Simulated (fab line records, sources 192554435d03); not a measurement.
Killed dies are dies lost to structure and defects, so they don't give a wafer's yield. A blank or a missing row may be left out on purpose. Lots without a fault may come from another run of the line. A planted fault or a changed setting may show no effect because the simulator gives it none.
Split-lot experiment | flow n5_finfet | 7 lots, 21 wafers read, on a route of 1938 steps

THE SPLIT
At N5_BEOL_M13_ETCH_68 (etches SOC in N2/H2, time 355 s), the setting time_s was moved away from the recipe's 355 s on 11 of the 21 wafers read, by -19.7% to +15.9%. The other wafers ran this setting at the recipe's value.

The reading is taken at the split's own step.

THE READING
SiARC_of_BEOL_M13_COAT_66.thk_nm (the simulator's own value, which no gauge read), in nm, at N5_BEOL_M13_ETCH_68 (etches SOC in N2/H2, time 355 s). The file gives no usual value for it. The 10 wafers here that ran the recipe average 76.9 nm, standard deviation 0.72 nm.

wafer  | tool, chamber at the split | time_s as run, s | against the recipe | SiARC_of_BEOL_M13_COAT_66.thk_nm, nm | against lot-mates on the recipe
L086.3 | rie_diel-04, 2             | 355              | recipe             | 76.2                                 | -
L086.4 | rie_diel-04, 0             | 325              | -8.5%              | 78.8                                 | +2.6
L086.6 | rie_diel-04, 2             | 325              | -8.5%              | 78.4                                 | +2.2
L088.3 | rie_diel-02, 2             | 385.5            | +8.6%              | 75.4                                 | -1.6
L088.4 | rie_diel-02, 0             | 355              | recipe             | 77                                   | -
L088.5 | rie_diel-02, 0             | 385.5            | +8.6%              | 74.4                                 | -2.6
L087.1 | rie_diel-05, 0             | 355              | recipe             | 77.4                                 | -
L087.3 | rie_diel-05, 2             | 285.1            | -19.7%             | 83.6                                 | +6.2
L087.6 | rie_diel-05, 2             | 285.1            | -19.7%             | 83.4                                 | +6.0
L090.1 | rie_diel-04, 0             | 355              | recipe             | 77.2                                 | -
L090.5 | rie_diel-04, 2             | 292.6            | -17.6%             | 82.8                                 | +5.6
L090.6 | rie_diel-04, 3             | 292.6            | -17.6%             | 82.6                                 | +5.4
L093.2 | rie_diel-02, 1             | 411.4            | +15.9%             | 71.2                                 | -6.4
L093.4 | rie_diel-02, 3             | 355              | recipe             | 77.6                                 | -
L093.5 | rie_diel-02, 3             | 411.4            | +15.9%             | 72.4                                 | -5.2
L096.1 | rie_diel-02, 3             | 355              | recipe             | 78.2                                 | -
L096.2 | rie_diel-02, 1             | 355              | recipe             | 76                                   | -
L096.6 | rie_diel-02, 3             | 297.5            | -16.2%             | 82.8                                 | +5.7
L097.4 | rie_diel-02, 3             | 355              | recipe             | 76.8                                 | -
L097.5 | rie_diel-02, 1             | 355              | recipe             | 76                                   | -
L097.6 | rie_diel-02, 0             | 355              | recipe             | 76.2                                 | -

THE FIT
A straight line over all 21 wafers: SiARC_of_BEOL_M13_COAT_66.thk_nm changes by -0.319 nm for each +1% of time_s; r = -0.98; the points scatter about the line by 0.74 nm.
The same after taking each lot's own level away (the mean of its wafers on the recipe; 21 wafers): -0.322 nm for each +1%; r = -0.99; scatter 0.58 nm.
On that fit, the largest move of time_s shifts the reading by 6.3 nm.
The lots' own levels span 76.20 to 77.60 nm, that is 2.0 times the standard deviation above.
So the lot-to-lot level changes the slope little: the two slopes agree.
Check: with one of the wafers moved furthest among these (-19.7%) left out of the fit, the line predicts +6.32 nm for it against its lot-mates. It came out at +6.2 nm against them.

OTHER SPLITS ON THESE WAFERS
These wafers also went through other splits before the reading. Each is held against what the fit with the lots' levels taken away leaves over:
other split on the same wafers | wafers away from the commonest value | r with SiARC_of_BEOL_M13_COAT_66.thk_nm (lot level and that fit taken away)
N5_BEOL_M10_COAT_60 spin_rpm   | 7                                    | -0.25
N5_BEOL_M11_COAT_05 spin_rpm   | 8                                    | +0.07
N5_BEOL_M13_COAT_22 spin_rpm   | 7                                    | +0.07

THE FILE'S OWN FIT
SiARC_of_BEOL_M13_COAT_66.thk_nm changes by -0.324 nm for each +1% of time_s, r = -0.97.
